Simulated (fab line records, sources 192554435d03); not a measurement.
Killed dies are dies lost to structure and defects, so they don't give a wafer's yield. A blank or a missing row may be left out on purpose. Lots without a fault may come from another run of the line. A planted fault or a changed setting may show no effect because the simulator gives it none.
Chamber matching | flow n5_finfet | N5_BEOL_M9_CURE_72 on uv_cure-01: 3 sister chambers
The step cures SiCOH lowk, time 120 s. 6 wafers are shown with their chamber, then 12 later ones without.

WAFERS WITH THEIR CHAMBER
wafer  | chamber | wafer_temp_C_max | lamp_power_pct (%)
L086.5 | 1       | 371.7            | 52.34
L086.6 | 1       | 372.1            | 52.33
L087.3 | 2       | 371.7            | 52.38
L087.6 | 2       | 371.2            | 52.25
L089.4 | 0       | 371.0            | 52.28
L089.6 | 0       | 371.1            | 52.37

WAFERS WITHOUT THEIR CHAMBER
wafer  | wafer_temp_C_max | lamp_power_pct (%)
L093.1 | 372.0            | 52.24
L093.5 | 371.1            | 52.23
L093.6 | 371.2            | 52.30
L094.2 | 371.4            | 52.31
L094.3 | 371.0            | 52.37
L094.5 | 371.1            | 52.33
L097.2 | 371.0            | 52.32
L097.4 | 370.9            | 52.36
L097.5 | 371.1            | 52.37
L096.4 | 371.0            | 52.34
L096.5 | 371.1            | 52.32
L096.6 | 371.1            | 52.37

WHICH CHAMBER EACH WENT THROUGH
wafer  | from the rows above          | in truth
L093.1 | can't be placed: 1 or 2      | 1
L093.5 | can't be placed: 0 or 2 or 1 | 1
L093.6 | can't be placed: 0 or 2      | 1
L094.2 | can't be placed: 2 or 0 or 1 | 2
L094.3 | can't be placed: 0 or 2      | 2
L094.5 | can't be placed: 0 or 2      | 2
L097.2 | can't be placed: 0 or 2      | 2
L097.4 | can't be placed: 0 or 2      | 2
L097.5 | can't be placed: 0 or 2      | 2
L096.4 | can't be placed: 0 or 2      | 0
L096.5 | can't be placed: 0 or 2      | 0
L096.6 | can't be placed: 0 or 2      | 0
Placed correctly: 0 of 12. Can't be placed from these rows: 12 (the true chamber is among the candidates in 11). Placed wrongly: 0.
How it was worked out, from the rows above alone: a wafer's distance from a chamber is the root of the sum, over the readings, of the square of ((its reading less the chamber's mean) divided by the reading's scatter). The wafer belongs to the nearest chamber; if the next one is less than 2 further off, it can't be placed. A chamber's mean is the mean of its shown wafers. The scatter: the root of (the sum of the squares of (reading less its chamber's mean) over the shown wafers, divided by (wafers less chambers)).
